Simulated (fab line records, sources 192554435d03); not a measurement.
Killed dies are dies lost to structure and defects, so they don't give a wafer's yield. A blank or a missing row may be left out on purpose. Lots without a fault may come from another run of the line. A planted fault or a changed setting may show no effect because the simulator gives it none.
Which tool did it? | flow n5_finfet | 12 lots, 36 wafers sampled, at 2 steps of a route of 1938

WHAT THE GAUGES READ, wafer by wafer
N5_BEOL_M3_CD_MEAS_35: target cd 18 nm, target cd y 21 nm.
lot  | measured     | on        | cd_nm (nm)
L075 | day 7 14:49  | cd_sem-02 | 18.5 17.7 18.9
L076 | day 8 03:53  | cd_sem-01 | 17.6 17.8 18.4
L079 | day 8 06:46  | cd_sem-01 | 18.2 17.8 17.5
L081 | day 9 22:24  | cd_sem-01 | 17.9 18.1 18.2
L083 | day 10 02:25 | cd_sem-03 | 17.9 18.8 18.0
L085 | day 10 05:11 | cd_sem-03 | 17.8 18.0 17.7
L087 | day 10 17:07 | cd_sem-01 | 17.8 18.2 17.7
L089 | day 11 07:11 | cd_sem-01 | 18.1 18.8 18.4
L092 | day 12 01:08 | cd_sem-01 | 17.5 17.8 17.9
L093 | day 12 06:17 | cd_sem-01 | 17.9 17.8 17.8
L095 | day 12 19:15 | cd_sem-03 | 17.3 18.2 17.7
L097 | day 13 01:45 | cd_sem-01 | 17.5 17.4 18.1

WHICH TOOL RAN EACH LOT (tool, then ch and the chambers of the sampled wafers, then the start)
lot  | N5_BEOL_M3_ETCH_69
L075 | rie_diel-06 ch 1,2, day 7 12:20
L076 | rie_diel-06 ch 1,3, day 8 03:00
L079 | rie_diel-05 ch 1,2, day 8 06:00
L081 | rie_diel-02 ch 0,1,3, day 9 20:17
L083 | rie_diel-05 ch 0,1, day 10 00:04
L085 | rie_diel-06 ch 1,2, day 10 03:28
L087 | rie_diel-05 ch 1,2,3, day 10 15:02
L089 | rie_diel-02 ch 1,2,3, day 10 21:55
L092 | rie_diel-02 ch 0,2,3, day 11 20:04
L093 | rie_diel-06 ch 0,3, day 12 02:37
L095 | rie_diel-02 ch 0,2,3, day 12 15:08
L097 | rie_diel-05 ch 0,1,3, day 12 23:02
- N5_BEOL_M3_ETCH_69: etches SiARC in CF4, target depth 15.6 nm, time 26 s.

THE ANSWER, worked out from the rows above alone
Rule: what is usual is taken from the lots themselves. Put in order of their means at a reading, lots are off if they are a third of the lots or fewer, leave a main group of 4 or more, and stand apart from it by a gap of 3 or more times the standard deviation of the main group's means; of several such gaps the widest counts. A main group whose means are all the same, to the digits that the tables above print for the reading, isn't used. A lot without any number at a reading at which 4 lots or more have one is off too. The other lots that the step has rows for count as sound.
No lot is off at any reading shown: from this, nothing can be told.

WHAT THE SIMULATOR HAD PUT IN
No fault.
